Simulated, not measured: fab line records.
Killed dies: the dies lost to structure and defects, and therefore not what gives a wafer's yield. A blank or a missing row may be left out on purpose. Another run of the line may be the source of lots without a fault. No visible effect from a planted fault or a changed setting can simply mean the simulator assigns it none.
Lot-split experiment :: flow n5_finfet :: route with 1938 steps; 7 lots, 21 wafers read

## THE SPLIT ITSELF
At N5_STI_FIN_REVEAL_ETCHBACK_08 (etches SiO2 in C4F6/O2, target depth 30.5 nm, time 10.167 s), the setting time_s was moved away from the recipe's 10.167 s on 7 of the 21 wafers read, by -12.4% to +21.0%. All remaining wafers had this setting at the recipe value.

## FROM THE SPLIT TO THE READING: what the file shows between them, 4 steps
- N5_STI_FIN_REVEAL_OXIDATION_31: chemistry O2 PLASMA REMOTE, time 20 s (also split here: time_s)
- N5_STI_FIN_REVEAL_PRECLEAN_32: cleans in NF3:NH3, afs cycles 1, time 20 s, sublimation time 60 s
- N5_STI_FIN_REVEAL_STRIP_35: strips Si3N4 in H3PO4, target depth 4 nm, time 39 s
- N5_STI_FIN_REVEAL_SRD_23: time 30 s

## THE READING
trench_depth_nm, in nm, at N5_STI_FIN_REVEAL_FIN_H_MEAS_10. Fault-free wafers of this fab line usually give 51.8 nm, standard deviation 0.7 nm.

wafer: L074.3
tool, chamber at the split: rie_diel-06, 2,2,3
time_s as run, s: 10.167
against the recipe: recipe
trench_depth_nm, nm: 51.9
against lot-mates on the recipe: -

wafer: L074.5
tool, chamber at the split: rie_diel-06, 2,2,3
time_s as run, s: 10.167
against the recipe: recipe
trench_depth_nm, nm: 51.6
against lot-mates on the recipe: -

wafer: L074.6
tool, chamber at the split: rie_diel-06, 2,2,3
time_s as run, s: 10.167
against the recipe: recipe
trench_depth_nm, nm: 51.3
against lot-mates on the recipe: -

wafer: L079.1
tool, chamber at the split: rie_diel-06, 0,3,2
time_s as run, s: 10.167
against the recipe: recipe
trench_depth_nm, nm: 50.8
against lot-mates on the recipe: -

wafer: L079.2
tool, chamber at the split: rie_diel-06, 0,3,2
time_s as run, s: 10.167
against the recipe: recipe
trench_depth_nm, nm: 50.8
against lot-mates on the recipe: -

wafer: L079.4
tool, chamber at the split: rie_diel-06, 0,3,2
time_s as run, s: 10.167
against the recipe: recipe
trench_depth_nm, nm: 51.8
against lot-mates on the recipe: -

wafer: L081.2
tool, chamber at the split: rie_diel-06, 2,0,1
time_s as run, s: 10.167
against the recipe: recipe
trench_depth_nm, nm: 52.0
against lot-mates on the recipe: -

wafer: L081.4
tool, chamber at the split: rie_diel-06, 2,0,1
time_s as run, s: 10.167
against the recipe: recipe
trench_depth_nm, nm: 52.1
against lot-mates on the recipe: -

wafer: L081.6
tool, chamber at the split: rie_diel-06, 2,0,1
time_s as run, s: 10.167
against the recipe: recipe
trench_depth_nm, nm: 52.5
against lot-mates on the recipe: -

wafer: L082.2
tool, chamber at the split: rie_diel-06, 1,3
time_s as run, s: 11.46
against the recipe: +12.7%
trench_depth_nm, nm: 56.1
against lot-mates on the recipe: +3.8

wafer: L082.3
tool, chamber at the split: rie_diel-06, 1,3
time_s as run, s: 11.46
against the recipe: +12.7%
trench_depth_nm, nm: 55.5
against lot-mates on the recipe: +3.2

wafer: L082.6
tool, chamber at the split: rie_diel-06, 1
time_s as run, s: 10.167
against the recipe: recipe
trench_depth_nm, nm: 52.3
against lot-mates on the recipe: -

wafer: L084.2
tool, chamber at the split: rie_diel-06, 3,0
time_s as run, s: 9.43
against the recipe: -7.2%
trench_depth_nm, nm: 50.7
against lot-mates on the recipe: -1.6

wafer: L084.4
tool, chamber at the split: rie_diel-06, 3,0
time_s as run, s: 9.43
against the recipe: -7.2%
trench_depth_nm, nm: 49.2
against lot-mates on the recipe: -3.1

wafer: L084.5
tool, chamber at the split: rie_diel-06, 2
time_s as run, s: 10.167
against the recipe: recipe
trench_depth_nm, nm: 52.3
against lot-mates on the recipe: -

wafer: L086.2
tool, chamber at the split: rie_diel-06, 0,3
time_s as run, s: 10.167
against the recipe: recipe
trench_depth_nm, nm: 51.2
against lot-mates on the recipe: -

wafer: L086.4
tool, chamber at the split: rie_diel-06, 3
time_s as run, s: 12.3
against the recipe: +21.0%
trench_depth_nm, nm: 58.3
against lot-mates on the recipe: +7.0

wafer: L086.6
tool, chamber at the split: rie_diel-06, 0,3
time_s as run, s: 10.167
against the recipe: recipe
trench_depth_nm, nm: 51.4
against lot-mates on the recipe: -

wafer: L096.1
tool, chamber at the split: rie_diel-06, 2,3
time_s as run, s: 8.91
against the recipe: -12.4%
trench_depth_nm, nm: 48.4
against lot-mates on the recipe: -3.6

wafer: L096.4
tool, chamber at the split: rie_diel-06, 2
time_s as run, s: 10.167
against the recipe: recipe
trench_depth_nm, nm: 52.0
against lot-mates on the recipe: -

wafer: L096.5
tool, chamber at the split: rie_diel-06, 2,3
time_s as run, s: 8.91
against the recipe: -12.4%
trench_depth_nm, nm: 48.2
against lot-mates on the recipe: -3.8
The file does not say which wafer passed through which chamber wherever a row lists several chambers: such a row stands for several wafers.

THE FIT
A straight line over all 21 wafers: trench_depth_nm changes by +0.299 nm for each +1% of time_s; r = +0.97; the points scatter about the line by 0.55 nm.
The same after taking each lot's own level away (the mean of its wafers on the recipe; 21 wafers): +0.308 nm for each +1%; r = +0.99; scatter 0.4 nm.
According to that fit, moving time_s by its largest amount changes the reading by 6.5 nm.
Measured against the standard deviation above, the lots' own levels, which go from 51.13 to 52.30 nm, span 1.7 times it.
The two slopes agree, so the slope changes little with the lot-to-lot level.
Check: with one of the wafers moved furthest among these (+21.0%) left out of the fit, the line predicts +6.06 nm for it against its lot-mates. It came out at +7 nm against them.

## OTHER SPLITS APPLIED TO THESE WAFERS
Note: prior to the reading, these wafers also went through further splits. Each is held against what the fit with the lots' levels taken away leaves over:
other split on the same wafers: N5_FIN_SAQP_PEB_14 peb_time_s
wafers away from the commonest value: 8
r with trench_depth_nm (lot level and that fit taken away): -0.02

other split on the same wafers: N5_FIN_CUT_ETCH_21 time_s
wafers away from the commonest value: 2
r with trench_depth_nm (lot level and that fit taken away): -0.44

other split on the same wafers: N5_STI_FIN_REVEAL_OXIDATION_31 time_s
wafers away from the commonest value: 11
r with trench_depth_nm (lot level and that fit taken away): +0.10

## FILE'S OWN FIT
trench_depth_nm changes by +0.314 nm for each +1% of time_s, r = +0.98.
